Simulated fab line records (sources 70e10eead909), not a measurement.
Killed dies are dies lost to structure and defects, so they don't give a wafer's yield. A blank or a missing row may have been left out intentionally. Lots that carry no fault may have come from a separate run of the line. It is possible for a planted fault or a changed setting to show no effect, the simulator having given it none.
fab line records	flow nandHarc
[record] lots = 11	wafers = 33	lastDay = 32
route steps=1302 shown P_BONDPAD@369 END@1302
lots untouched by any fault: they come from a run of this same line in which no faults occurred
startH: the number of hours between the record's first day and the start of the first shown wafer of the lot	waitH: how many hours have passed since the lot's step before this one	" as in the row above	L1.1+2: one row covering several wafers at once	- no value, or no start was given	* or withheld: withheld	< > ~ a bound
route shown NAME@n: NAME is a module with steps in the file, n the number in the route of the first one	usual: mean/standard deviation of fault-free wafers	same: alike in all rows	chamber/n: place in a boat	sites: the reading at each site	_std_site: how widely they spread, as a standard deviation	_edge_site: mean of outer sites minus mean of inner sites	radiusMm: for every site, how far away it sits from the centre of the wafer	mask NAME#n: copy n	behind: the last tool/chamber to shape the wafer	hold: why the lot was held/for how many hours/how that ended	device: whichever transistor did not switch (one of n, p or np)	end of line: tests run on the same wafers once the route is complete	a step given without rows: its recipe and nothing more	killed: at the first sort, the dies lost to defects and structure; wafer yield is something else	map: a wafer's dies, marking killed ones x, the rest . and places with no die _
set.NAME: setting as actually run; set.NAME@STEP: the setting as run at that earlier step	model.NAME: the simulator's own value behind a step, which no gauge read
route steps across a sampled set of lots; one table per step, one row per wafer
services: from which hour (startH, from the record's first day; less than 0 if before it) a tool's chamber was out of use, for how many hours, and why
[[steps]]
[step NHARC_P_BONDPAD_ETCH_12]
[recipe] targetDepthA = 2000	timeS = 100	chf3FlowSccm = 50	o2FlowSccm = 10	arFlowSccm = 200	rfW = 500	biasW = 200	chemistry = CHF3/O2
[usual] drypumpMotorCurrentA = 5.9/0.43	oesProductAu = 0.937/0.022	rfVppV = 370.4/2.5	showerheadPlenumPTorr = 2.39/0.11	throttleValvePct = 20.573/0.0097
[same] timeS = 100
lot.wafer	tool	chamber	startH	waitH	drypumpMotorCurrentA	oesProductAu	rfHoursCounterH	rfVppV	showerheadPlenumPTorr	throttleValvePct
L320.2	rieDiel-07	2	-	-	6.4	0.929	0.7	371.2	2.39	20.574
L320.3	"	0	"	"	6.4	0.918	0.8	366.2	2.27	20.564
L320.6	"	2	"	"	6.3	0.930	-	370.2	2.39	20.577
L321.4	rieDiel-07	1	-	-	5.9	0.921	1.0	375.0	2.58	20.579
L321.5	"	3	"	"	5.5	0.925	-	368.4	2.29	20.583
L321.6	"	0	"	"	6.5	0.904	-	366.3	2.27	20.574
L322.3	rieDiel-07	2	-	-	6.4	0.959	1.0	369.6	2.39	20.555
L322.4	"	0	"	"	6.5	0.966	1.0	367.2	2.27	20.562
L322.6	"	2	"	"	6.4	0.961	-	371.6	2.39	20.564
L324.4	rieDiel-07	3	-	-	5.5	0.960	1.3	366.9	2.29	20.563
L324.3	"	2	"	"	6.4	0.961	1.3	371.3	2.39	20.563
L324.5	"	0	"	"	6.4	0.958	-	367.0	2.27	20.587
L325.2	rieDiel-07	3	-	-	5.5	0.922	1.4	367.5	2.29	20.568
L325.3	"	1	"	"	5.9	0.920	1.5	373.3	2.58	20.565
L325.5	"	0	"	"	6.5	0.923	-	368.5	2.27	20.583
L327.1	rieDiel-01	0	-	-	5.2	0.966	1.1	373.5	2.54	20.560
L327.5	"	0	"	"	5.2	0.957	-	372.8	2.54	20.585
L327.6	"	3	"	"	6.2	0.958	-	368.3	2.31	20.588
L332.4	rieDiel-01	3	-	-	6.2	0.919	4.0	368.1	2.31	20.578
L332.2	"	1	"	"	5.7	0.925	2.5	370.6	2.42	20.573
L332.5	"	2	"	"	5.5	0.910	-	370.1	2.35	20.571
L335.2	rieDiel-07	0	-	-	6.5	0.956	0.0	367.8	2.27	20.578
L335.3	"	2	"	"	6.4	0.972	0.0	371.2	2.39	20.570
L335.5	"	1	"	"	5.9	0.963	-	375.2	2.58	20.581
L338.4	rieDiel-07	2	-	-	6.4	0.925	0.9	370.2	2.39	20.592
L338.2	"	0	"	"	6.5	0.938	1.0	367.7	2.27	20.564
L338.6	"	2	"	"	6.4	0.917	-	370.5	2.39	20.568
L339.4	rieDiel-05	1	-	-	6.5	0.931	7.6	373.2	2.45	20.594
L339.2	"	0	"	"	5.5	0.948	6.4	370.2	2.36	20.584
L339.5	"	2	"	"	6.1	0.915	-	374.1	2.57	20.553
L341.3	rieDiel-01	1	-	-	5.7	0.918	8.5	371.1	2.42	20.579
L341.4	"	3	"	"	6.1	0.906	7.2	367.6	2.31	20.568
L341.2	"	0	"	"	5.2	0.933	9.9	372.9	2.54	20.574
[step NHARC_P_BONDPAD_CD_MEAS_13]
[usual] cdNm = 498.9/2.2
lot.wafer	tool	chamber	startH	waitH	cdNm
L320.2	cdSem-03	-	158.74	-	500.1
L320.3	"	-	"	"	499.6
L320.6	"	-	"	"	501.9
L321.4	cdSem-03	-	169.21	-	501.0
L321.5	"	-	"	"	501.2
L321.6	"	-	"	"	498.0
L322.3	cdSem-01	-	173.90	-	501.7
L322.4	"	-	"	"	498.7
L322.6	"	-	"	"	497.5
L324.3	cdSem-03	-	194.63	-	502.1
L324.4	"	-	"	"	497.0
L324.5	"	-	"	"	502.1
L325.2	cdSem-03	-	204.66	-	499.5
L325.3	"	-	"	"	499.2
L325.5	"	-	"	"	498.0
L327.1	cdSem-01	-	228.91	-	500.8
L327.5	"	-	"	"	501.0
L327.6	"	-	"	"	498.4
L332.2	cdSem-03	-	279.62	-	498.1
L332.4	"	-	"	"	502.0
L332.5	"	-	"	"	498.7
L335.2	cdSem-02	-	305.15	-	498.0
L335.3	"	-	"	"	501.9
L335.5	"	-	"	"	498.5
L338.2	cdSem-01	-	335.95	-	498.1
L338.4	"	-	"	"	499.7
L338.6	"	-	"	"	497.1
L339.2	cdSem-01	-	343.24	-	498.3
L339.4	"	-	"	"	498.4
L339.5	"	-	"	"	494.6
L341.2	cdSem-01	-	363.42	-	498.2
L341.3	"	-	"	"	496.5
L341.4	"	-	"	"	496.2
[step NHARC_P_BONDPAD_STRIP_15]
[recipe] o2FlowSccm = 500	arFlowSccm = 0	biasW = 0	chemistry = O2
[usual] drypumpMotorCurrentA = 5.9/0.42	oesProductAu = 0.997/0.0099	rfVppV = 57.7/0.88	showerheadPlenumPTorr = 3.53/0.15	throttleValvePct = 17.036/0.0086
lot.wafer	tool	chamber	startH	waitH	drypumpMotorCurrentA	oesProductAu	rfHoursCounterH	rfVppV	showerheadPlenumPTorr	throttleValvePct
L320.3	rieDiel-01	2	158.81	0.1	5.5	0.987	5.7	57.6	3.46	17.026
L320.2	"	3	"	"	6.2	0.979	5.9	56.5	3.40	17.041
L320.6	"	2	"	"	5.5	0.988	-	56.8	3.46	17.031
L321.4	rieDiel-01	3	169.28	0.1	6.2	0.984	6.2	56.5	3.40	17.037
L321.5	"	3	"	"	6.1	0.980	-	56.5	3.40	17.045
L321.6	"	0	"	"	5.2	1.002	-	58.4	3.73	17.039
L322.3	rieDiel-05	2	173.97	0.1	6.1	0.995	7.4	57.5	3.77	17.043
L322.4	"	3	"	"	5.5	0.990	5.6	57.8	3.50	17.033
L322.6	"	3	"	"	5.6	0.987	-	58.5	3.50	17.036
L324.4	rieDiel-07	3	194.70	0.1	5.5	1.008	1.3	57.5	3.36	17.024
L324.3	"	1	"	"	5.9	1.011	1.4	58.2	3.78	17.034
L324.5	"	3	"	"	5.5	0.997	-	56.7	3.36	17.025
L325.2	rieDiel-07	1	204.75	0.1	5.9	1.005	1.6	59.1	3.79	17.045
L325.3	"	3	"	"	5.5	1.003	1.5	57.4	3.36	17.028
L325.5	"	1	"	"	5.9	1.010	-	57.3	3.79	17.042
L327.1	rieDiel-07	0	228.99	0.1	6.4	0.986	2.7	56.3	3.34	17.032
L327.6	"	0	"	"	6.4	0.980	-	58.5	3.34	17.026
L327.5	"	1	"	"	5.9	1.015	-	57.3	3.78	17.037
L332.2	rieDiel-01	2	279.71	0.1	5.5	0.982	4.1	58.9	3.46	17.029
L332.4	"	0	"	"	5.2	1.002	3.5	56.6	3.73	17.052
L332.5	"	1	"	"	5.7	1.007	-	56.7	3.56	17.034
L335.2	rieDiel-01	1	305.22	0.1	5.8	1.007	4.4	57.9	3.56	17.036
L335.3	"	2	"	"	5.5	0.994	5.7	58.3	3.45	17.038
L335.5	"	1	"	"	5.7	1.020	-	57.6	3.56	17.033
L338.2	rieDiel-01	1	336.04	0.1	5.8	1.002	6.5	58.7	3.56	17.023
L338.4	"	0	"	"	5.3	0.991	-	57.5	3.73	17.039
L338.6	"	2	"	"	5.5	0.984	-	58.0	3.45	17.043
L339.2	rieDiel-07	1	343.36	0.1	5.9	1.015	1.1	57.2	3.78	17.032
L339.5	"	3	"	"	5.5	1.017	-	58.1	3.36	17.045
L339.4	"	0	"	"	6.4	1.009	-	57.5	3.34	17.039
L341.4	rieDiel-07	3	363.49	0.1	5.5	1.001	1.6	57.6	3.36	17.034
L341.2	"	0	"	"	6.5	0.984	1.8	56.9	3.34	17.046
L341.3	"	2	"	"	6.4	1.004	1.6	57.7	3.51	17.039
[step NHARC_P_BONDPAD_ETCH_24]
[recipe] targetDepthA = 300	overEtchFrac = 0.3	timeS = 72.99	ionEnergyEv = 150	cf4FlowSccm = 50	n2FlowSccm = 100	arFlowSccm = 150	rfW = 300	biasW = 100	chemistry = CF4/N2
[usual] drypumpMotorCurrentA = 5.9/0.42	n2FlowSccm = 99.98/0.29	oesProductAu = 0.998/0.0097	rfVppV = 314.5/2.2	showerheadPlenumPTorr = 2.65/0.12	throttleValvePct = 19.794/0.0089
[same] timeS = 72.99
lot.wafer	tool	chamber	startH	waitH	drypumpMotorCurrentA	n2FlowSccm	oesProductAu	rfHoursCounterH	rfVppV	showerheadPlenumPTorr	throttleValvePct
L320.3	rieDiel-01	2	158.97	-	5.5	99.86	0.992	5.8	314.1	2.57	19.781
L320.2	"	3	"	"	6.1	100.55	0.976	6.0	312.4	2.53	19.776
L320.6	"	1	"	"	5.8	99.54	0.994	-	315.0	2.65	19.783
L321.4	rieDiel-01	3	169.44	-	6.1	100.19	0.989	6.2	314.3	2.53	19.790
L321.5	"	1	"	"	5.8	100.01	0.981	-	314.1	2.65	19.785
L321.6	"	2	"	"	5.5	100.32	0.984	-	312.9	2.57	19.795
L322.4	rieDiel-05	2	174.13	-	6.1	99.49	0.998	7.5	315.9	2.81	19.787
L322.3	"	0	"	"	5.5	100.04	1.008	5.8	314.0	2.59	19.780
L322.6	"	2	"	"	6.1	99.21	0.998	-	318.0	2.81	19.797
L324.3	rieDiel-07	2	194.86	-	6.3	99.48	1.002	1.4	314.6	2.61	19.803
L324.4	"	0	"	"	6.5	100.10	0.980	1.4	311.2	2.48	19.802
L324.5	"	2	"	"	6.4	99.81	1.001	-	313.3	2.61	19.793
L325.2	rieDiel-07	1	204.89	-	5.9	100.26	0.998	1.6	318.7	2.82	19.776
L325.3	"	2	"	"	6.4	100.19	1.005	1.5	313.2	2.61	19.800
L325.5	"	1	"	"	5.9	100.03	0.999	-	316.7	2.82	19.799
L327.1	rieDiel-07	3	229.15	-	5.5	100.19	0.977	2.7	311.9	2.50	19.809
L327.6	"	0	"	"	6.5	99.57	0.982	-	310.2	2.48	19.796
L327.5	"	1	"	"	5.9	100.23	1.002	-	315.6	2.82	19.772
L332.2	rieDiel-01	2	279.86	-	5.5	100.25	0.989	4.1	312.9	2.57	19.800
L332.4	"	3	"	"	6.1	100.31	0.981	4.0	312.9	2.52	19.800
L332.5	"	0	"	"	5.3	99.74	0.989	-	316.2	2.78	19.799
L335.2	rieDiel-01	0	305.37	-	5.2	99.64	0.923	5.5	317.2	2.78	19.795
L335.3	"	3	"	"	6.1	100.00	0.911	5.8	312.6	2.52	19.809
L335.5	"	0	"	"	5.2	99.92	0.918	-	316.3	2.78	19.797
L338.2	rieDiel-01	0	336.20	0.1	5.2	99.87	0.920	7.8	316.3	2.78	19.808
L338.6	"	0	"	"	5.2	99.63	0.935	-	317.3	2.78	19.796
L338.4	"	2	"	"	5.5	100.05	0.903	-	311.9	2.57	19.798
L339.2	rieDiel-07	1	343.51	0.1	5.9	99.68	1.009	1.1	317.7	2.82	19.798
L339.5	"	1	"	"	5.9	99.81	0.998	-	317.7	2.82	19.795
L339.4	"	3	"	"	5.5	100.18	1.002	-	311.1	2.50	19.801
L341.2	rieDiel-07	0	363.64	-	6.5	99.86	0.996	1.9	313.1	2.48	19.776
L341.3	"	1	"	"	5.9	100.11	1.017	1.7	317.4	2.82	19.792
L341.4	"	2	"	"	6.4	99.90	1.007	1.6	314.4	2.61	19.798
[step NHARC_END_SORT_01]
[recipe] tempC = 25
[usual] defectLimitedYield = 91/3.4	killedAtArray = 55/23	killedAtOther = 1.0/1.2	killedAtPeriphery = 3.2/2.7	killedDies = 59/23	killedOpen = 3.1/1.6	killedShort = 2.2/1.5
[same] grossDies = 677
lot.wafer	tool	chamber	startH	waitH	defectLimitedYield[%]	killedAtArray	killedAtOther	killedAtPeriphery	killedDies	killedOpen	killedShort
L320.2	prober-02	0	568.50	2.8	95	27	0	5	32	4	3
L320.3	prober-02	0	569.30	3.1	96	17	0	8	25	3	4
L320.6	prober-02	0	571.69	4.0	97	17	0	5	22	1	3
L322.3	prober-02	0	594.81	3.1	96	25	2	1	28	2	0
L322.4	prober-02	0	595.60	3.4	97	18	1	0	19	3	1
L322.6	prober-02	0	597.19	4.0	96	25	2	1	28	2	2
L321.4	prober-01	0	595.58	3.4	90	59	1	5	65	4	0
L321.5	prober-01	0	596.37	3.7	89	72	0	3	75	4	1
L321.6	prober-01	0	597.17	4.0	89	75	0	2	77	4	4
L324.3	prober-01	0	606.05	3.1	87	83	1	6	90	2	5
L324.4	prober-01	0	606.85	3.4	85	93	2	7	102	2	9
L324.5	prober-01	0	607.65	3.7	90	58	2	7	67	4	3
L325.2	prober-01	0	624.69	2.8	94	39	0	4	43	2	5
L325.3	prober-01	0	625.49	3.1	95	34	1	2	37	4	3
L325.5	prober-01	0	627.10	3.7	95	30	0	5	35	3	2
L327.1	prober-01	0	657.38	2.5	95	31	2	2	35	0	0
L327.5	prober-01	0	660.58	3.7	92	45	2	9	56	4	1
L327.6	prober-01	0	661.37	4.0	94	32	0	7	39	1	0
L332.2	prober-02	0	699.41	6.6	93	47	0	1	48	3	2
L332.4	prober-02	0	701.01	7.2	90	66	0	4	70	5	5
L332.5	prober-02	0	701.81	7.5	93	43	0	6	49	3	3
L335.2	prober-02	0	745.08	2.8	91	54	0	8	62	2	2
L335.3	prober-02	0	745.88	3.1	92	45	0	10	55	2	1
L335.5	prober-02	0	747.47	3.7	91	51	0	12	63	6	2
L338.2	prober-01	0	745.09	2.8	92	50	1	2	53	0	0
L338.4	prober-01	0	746.70	3.4	91	61	0	1	62	4	2
L338.6	prober-01	0	748.31	4.0	92	50	0	4	54	3	4
L339.2	prober-02	0	772.95	2.8	90	68	0	1	69	4	3
L339.4	prober-02	0	774.57	3.4	93	48	0	0	48	4	1
L339.5	prober-02	0	775.37	3.7	93	45	1	3	49	1	1
L341.2	prober-01	0	778.39	2.8	94	39	0	0	39	4	3
L341.3	prober-01	0	779.18	3.1	94	41	0	1	42	5	4
L341.4	prober-01	0	779.97	3.4	93	46	0	4	50	5	2
// killed by level:class
L320.2 A_CHANNEL_HOLE_D2:chamberFilmFlake=7 A_STAIRCASE:chamberFilmFlake=6 A_CHANNEL_HOLE_D1:chamberFilmFlake=4 A_CONTACT:chamberFilmFlake=3 P_CONTACT:geometricParticle:short=2 A_BLC:geometricParticle:open=2 A_DECK1_JOINT:chamberFilmFlake=2 P_GATE:geometricParticle:open=1
L320.3 P_STI:chamberFilmFlake=3 A_CONTACT:chamberFilmFlake=3 P_GATE:chamberFilmFlake=2 P_CONTACT:chamberFilmFlake=2 A_CHANNEL_HOLE_D1:chamberFilmFlake=2 A_CHANNEL_HOLE_D2:chamberFilmFlake=2 A_BONDPAD:chamberFilmFlake=2 P_M0:geometricParticle:short=1
L320.6 A_CHANNEL_HOLE_D2:chamberFilmFlake=8 P_STI:chamberFilmFlake=3 A_STAIRCASE:chamberFilmFlake=2 A_CONTACT:chamberFilmFlake=2 P_M0:geometricParticle:short=1 A_ONON_D1:geometricParticle:short=1 A_WL_FILL:geometricParticle:short=1 A_BLC:geometricParticle:open=1
L322.3 A_CHANNEL_HOLE_D2:chamberFilmFlake=12 A_CHANNEL_HOLE_D1:chamberFilmFlake=4 A_SGD_CUT:chamberFilmFlake=3 A_WL_FILL:geometricParticle:open=2 A_STAIRCASE:chamberFilmFlake=2 THIN_TSV:chamberFilmFlake=2 P_M0:chamberFilmFlake=1 A_CONTACT:chamberFilmFlake=1
L321.4 A_CHANNEL_HOLE_D2:chamberFilmFlake=30 A_CHANNEL_HOLE_D1:chamberFilmFlake=18 P_ZERO_WELL:chamberFilmFlake=3 A_STAIRCASE:chamberFilmFlake=3 P_STI:chamberFilmFlake=2 A_CHANNEL_FILL_D2:chamberFilmFlake=2 A_SLIT:chamberFilmFlake=2 A_ONON_D2:geometricParticle:open=1
L322.4 A_CHANNEL_HOLE_D2:chamberFilmFlake=8 A_CONTACT:chamberFilmFlake=3 A_ONON_D2:geometricParticle:short=1 A_CHANNEL_FILL_D2:geometricParticle:open=1 A_WL_FILL:geometricParticle:open=1 A_CONTACT:geometricParticle:open=1 A_STAIRCASE:chamberFilmFlake=1 A_SGD_CUT:chamberFilmFlake=1
L321.5 A_CHANNEL_HOLE_D1:chamberFilmFlake=32 A_CHANNEL_HOLE_D2:chamberFilmFlake=28 A_STAIRCASE:chamberFilmFlake=3 P_STI:chamberFilmFlake=2 A_CHANNEL_FILL_D1:geometricParticle:open=1 A_SGD_CUT:geometricParticle:short=1 A_WL_FILL:geometricParticle:open=1 A_BLC:geometricParticle:open=1
L321.6 A_CHANNEL_HOLE_D1:chamberFilmFlake=38 A_CHANNEL_HOLE_D2:chamberFilmFlake=27 A_CONTACT:chamberFilmFlake=2 P_CONTACT:geometricParticle:short=1 P_CONTACT:geometricParticle:open=1 A_ONON_D1:geometricParticle:short=1 A_CHANNEL_HOLE_D1:geometricParticle:short=1 A_WL_FILL:geometricParticle:short=1
L322.6 A_CHANNEL_HOLE_D2:chamberFilmFlake=8 A_SGD_CUT:chamberFilmFlake=4 A_CHANNEL_HOLE_D1:chamberFilmFlake=2 A_DECK1_JOINT:chamberFilmFlake=2 THIN_TSV:chamberFilmFlake=2 A_DECK1_JOINT:geometricParticle:open=1 A_DECK1_JOINT:geometricParticle:short=1 A_SGD_CUT:geometricParticle:open=1
L324.3 A_CHANNEL_HOLE_D1:chamberFilmFlake=40 A_CHANNEL_HOLE_D2:chamberFilmFlake=26 A_CONTACT:chamberFilmFlake=7 A_M1:chamberFilmFlake=4 P_M2:chamberFilmFlake=2 A_WL_FILL:chamberFilmFlake=2 P_STI:geometricParticle:short=1 P_CONTACT:geometricParticle:short=1
L324.4 A_CHANNEL_HOLE_D2:chamberFilmFlake=39 A_CHANNEL_HOLE_D1:chamberFilmFlake=36 P_ZERO_WELL:chamberFilmFlake=4 A_CONTACT:chamberFilmFlake=4 A_CHANNEL_FILL_D2:geometricParticle:short=3 A_ONON_D1:geometricParticle:short=2 A_WL_FILL:geometricParticle:short=2 P_M2:chamberFilmFlake=2
L324.5 A_CHANNEL_HOLE_D1:chamberFilmFlake=24 A_CHANNEL_HOLE_D2:chamberFilmFlake=20 P_ZERO_WELL:chamberFilmFlake=3 P_M2:chamberFilmFlake=3 A_CONTACT:chamberFilmFlake=3 A_CHANNEL_FILL_D1:geometricParticle:open=2 A_CHANNEL_FILL_D1:chamberFilmFlake=2 A_M1:chamberFilmFlake=2
L325.2 A_CHANNEL_HOLE_D2:chamberFilmFlake=18 A_WL_FILL:chamberFilmFlake=6 A_CHANNEL_FILL_D1:chamberFilmFlake=3 P_STI:chamberFilmFlake=2 A_STAIRCASE:chamberFilmFlake=2 P_CONTACT:geometricParticle:open=1 A_DECK1_JOINT:geometricParticle:short=1 A_ONON_D2:geometricParticle:short=1
L325.3 A_CHANNEL_HOLE_D2:chamberFilmFlake=9 A_CHANNEL_HOLE_D1:chamberFilmFlake=5 A_WL_FILL:chamberFilmFlake=4 A_CONTACT:chamberFilmFlake=3 P_STI:chamberFilmFlake=2 A_CHANNEL_FILL_D1:chamberFilmFlake=2 A_DECK1_JOINT:chamberFilmFlake=2 A_SOURCE_PLATE:geometricParticle:short=1
L325.5 A_CHANNEL_HOLE_D2:chamberFilmFlake=8 A_CHANNEL_HOLE_D1:chamberFilmFlake=6 A_DECK1_JOINT:chamberFilmFlake=4 A_CONTACT:chamberFilmFlake=4 P_STI:chamberFilmFlake=3 A_WL_FILL:chamberFilmFlake=3 P_GATE:geometricParticle:open=1 P_M2:geometricParticle:short=1
L327.1 A_CHANNEL_HOLE_D2:chamberFilmFlake=9 A_CHANNEL_HOLE_D1:chamberFilmFlake=6 A_CONTACT:chamberFilmFlake=5 A_SLIT:chamberFilmFlake=4 A_CHANNEL_FILL_D1:chamberFilmFlake=2 A_DECK1_JOINT:chamberFilmFlake=2 THIN_TSV:chamberFilmFlake=2 P_ZERO_WELL:chamberFilmFlake=1
L327.5 A_CHANNEL_HOLE_D2:chamberFilmFlake=16 A_CONTACT:chamberFilmFlake=10 A_CHANNEL_HOLE_D1:chamberFilmFlake=5 P_GATE:chamberFilmFlake=3 A_DECK1_JOINT:chamberFilmFlake=3 A_SLIT:chamberFilmFlake=3 P_ZERO_WELL:chamberFilmFlake=2 P_CONTACT:chamberFilmFlake=2
L327.6 A_CHANNEL_HOLE_D1:chamberFilmFlake=9 A_CHANNEL_HOLE_D2:chamberFilmFlake=8 P_GATE:chamberFilmFlake=5 A_CONTACT:chamberFilmFlake=4 A_SLIT:chamberFilmFlake=4 A_DECK1_JOINT:chamberFilmFlake=2 A_STAIRCASE:chamberFilmFlake=2 A_WL_FILL:geometricParticle:open=1
L332.2 A_CHANNEL_HOLE_D1:chamberFilmFlake=31 A_STAIRCASE:chamberFilmFlake=3 A_CHANNEL_HOLE_D2:chamberFilmFlake=2 A_M1:chamberFilmFlake=2 A_ONON_D1:geometricParticle:open=1 A_DECK1_JOINT:geometricParticle:open=1 A_CHANNEL_FILL_D2:geometricParticle:short=1 A_SGD_CUT:geometricParticle:short=1
L332.4 A_CHANNEL_HOLE_D1:chamberFilmFlake=32 A_CONTACT:chamberFilmFlake=7 A_STAIRCASE:chamberFilmFlake=6 A_CHANNEL_HOLE_D2:chamberFilmFlake=4 A_SLIT:chamberFilmFlake=3 A_M1:chamberFilmFlake=3 A_WL_FILL:geometricParticle:short=2 P_GATE:chamberFilmFlake=2
L332.5 A_CHANNEL_HOLE_D1:chamberFilmFlake=26 A_STAIRCASE:chamberFilmFlake=4 A_CONTACT:chamberFilmFlake=4 P_GATE:chamberFilmFlake=3 A_WL_FILL:geometricParticle:short=2 A_SLIT:chamberFilmFlake=2 P_M1:geometricParticle:short=1 A_CHANNEL_FILL_D1:geometricParticle:open=1
L335.2 A_SLIT:chamberFilmFlake=29 A_CHANNEL_HOLE_D1:chamberFilmFlake=6 A_WL_FILL:chamberFilmFlake=5 A_STAIRCASE:chamberFilmFlake=4 A_BONDPAD:chamberFilmFlake=4 P_BONDPAD:chamberFilmFlake=3 A_DECK1_JOINT:chamberFilmFlake=2 P_M1:geometricParticle:short=1
L338.2 A_SLIT:chamberFilmFlake=26 A_CHANNEL_HOLE_D1:chamberFilmFlake=9 A_STAIRCASE:chamberFilmFlake=5 A_SGD_CUT:chamberFilmFlake=3 A_WL_FILL:chamberFilmFlake=3 A_DECK1_JOINT:chamberFilmFlake=2 A_BONDPAD:chamberFilmFlake=2 P_STI:chamberFilmFlake=1
L335.3 A_SLIT:chamberFilmFlake=23 A_CHANNEL_HOLE_D1:chamberFilmFlake=9 P_BONDPAD:chamberFilmFlake=6 P_M1:chamberFilmFlake=3 A_STAIRCASE:chamberFilmFlake=3 A_BONDPAD:chamberFilmFlake=2 A_DECK1_JOINT:geometricParticle:open=1 A_CHANNEL_HOLE_D2:geometricParticle:open=1
L338.4 A_SLIT:chamberFilmFlake=28 A_CHANNEL_HOLE_D1:chamberFilmFlake=18 A_BONDPAD:chamberFilmFlake=3 A_CHANNEL_FILL_D2:geometricParticle:open=2 A_SGD_CUT:chamberFilmFlake=2 P_CONTACT:geometricParticle:open=1 A_CHANNEL_FILL_D1:geometricParticle:short=1 A_DECK1_JOINT:geometricParticle:short=1
L335.5 A_SLIT:chamberFilmFlake=29 P_BONDPAD:chamberFilmFlake=7 A_CHANNEL_HOLE_D1:chamberFilmFlake=6 A_CHANNEL_FILL_D2:geometricParticle:open=4 A_DECK1_JOINT:chamberFilmFlake=3 P_GATE:chamberFilmFlake=2 A_STAIRCASE:chamberFilmFlake=2 A_CONTACT:chamberFilmFlake=2
L338.6 A_SLIT:chamberFilmFlake=27 A_CHANNEL_HOLE_D1:chamberFilmFlake=12 P_M0:geometricParticle:open=2 A_CHANNEL_FILL_D2:geometricParticle:short=2 P_GATE:chamberFilmFlake=2 A_SGD_CUT:chamberFilmFlake=2 A_WL_FILL:chamberFilmFlake=2 A_ONON_D2:geometricParticle:open=1
L339.2 A_SLIT:chamberFilmFlake=34 A_CONTACT:chamberFilmFlake=13 A_STAIRCASE:chamberFilmFlake=7 A_CHANNEL_HOLE_D2:chamberFilmFlake=3 P_CONTACT:geometricParticle:open=1 A_ONON_D1:geometricParticle:short=1 A_CHANNEL_FILL_D1:geometricParticle:open=1 A_ONON_D2:geometricParticle:open=1
L339.4 A_SLIT:chamberFilmFlake=25 A_STAIRCASE:chamberFilmFlake=7 A_CONTACT:chamberFilmFlake=7 A_M0:chamberFilmFlake=2 A_ONON_D1:geometricParticle:open=1 A_CHANNEL_FILL_D2:geometricParticle:open=1 A_WL_FILL:geometricParticle:open=1 A_WL_FILL:geometricParticle:short=1
L339.5 A_SLIT:chamberFilmFlake=29 A_CONTACT:chamberFilmFlake=9 A_STAIRCASE:chamberFilmFlake=5 P_M0:geometricParticle:short=1 P_M2:geometricParticle:open=1 P_GATE:chamberFilmFlake=1 A_CHANNEL_HOLE_D2:chamberFilmFlake=1 A_WL_FILL:chamberFilmFlake=1
L341.2 A_CHANNEL_HOLE_D1:chamberFilmFlake=16 A_SLIT:chamberFilmFlake=8 A_CONTACT:chamberFilmFlake=8 A_ONON_D2:geometricParticle:short=2 A_SOURCE_PLATE:geometricParticle:open=1 A_SOURCE_PLATE:geometricParticle:short=1 A_CHANNEL_FILL_D2:geometricParticle:open=1 A_WL_FILL:geometricParticle:open=1
L341.3 A_CHANNEL_HOLE_D1:chamberFilmFlake=15 A_SLIT:chamberFilmFlake=13 A_CONTACT:chamberFilmFlake=3 A_ONON_D2:geometricParticle:short=2 P_M1:geometricParticle:open=1 A_ONON_D1:geometricParticle:open=1 A_DECK1_JOINT:geometricParticle:open=1 A_CHANNEL_FILL_D2:geometricParticle:short=1
L341.4 A_CHANNEL_HOLE_D1:chamberFilmFlake=16 A_SLIT:chamberFilmFlake=11 A_CONTACT:chamberFilmFlake=6 A_CHANNEL_HOLE_D2:chamberFilmFlake=3 A_CHANNEL_FILL_D2:chamberFilmFlake=3 P_ZERO_WELL:chamberFilmFlake=2 A_M0:geometricParticle:open=2 A_SGD_CUT:chamberFilmFlake=2
[[services]]
tool	chamber	startH	hours	kind
rieDiel-07	0	150.70	-	clean
rieDiel-07	1	150.70	-	clean
rieDiel-07	2	150.70	-	clean
rieDiel-07	3	150.70	-	clean
rieDiel-07	-	167.71	1.0	repair
rieDiel-07	0	175.20	-	clean
rieDiel-07	1	175.20	-	clean
rieDiel-07	2	175.20	-	clean
rieDiel-07	3	175.20	-	clean
rieDiel-01	-	186.22	0.5	repair
rieDiel-07	0	199.70	-	clean
rieDiel-07	1	199.70	-	clean
rieDiel-01	-	203.91	9.0	pm
rieDiel-01	1	219.52	18.4	repair
rieDiel-05	-	229.60	9.0	pm
rieDiel-01	0	243.00	4.4	repair
rieDiel-07	2	253.62	6.0	repair
rieDiel-07	2	267.68	3.7	repair
rieDiel-07	-	294.20	9.0	pm
rieDiel-07	3	304.47	6.8	repair
rieDiel-05	2	309.38	6.5	repair
rieDiel-01	3	319.09	25.3	repair
rieDiel-01	1	320.48	6.3	repair
rieDiel-07	2	339.42	6.1	repair
[[key]]
[firstSign] step = NHARC_P_BONDPAD_ETCH_24	reading = oesProductAu	direction = down	sigmas = 8.3	usual = 0.998	struck = 0.918
effect none on later readings
metAt NHARC_P_BONDPAD_ETCH_24
struckLots L335,L338
notActingAt NHARC_P_BONDPAD_ETCH_12,NHARC_P_BONDPAD_CD_MEAS_13,NHARC_P_BONDPAD_STRIP_15
onsetBetween 279.86 305.37
[fault] kind = processParameterDrift	tool = rieDiel-01	chamber = -	onsetH = 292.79	steps = NHARC_P_BONDPAD_ETCH_24	channel = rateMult	offset = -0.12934	shape = step	endH = 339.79
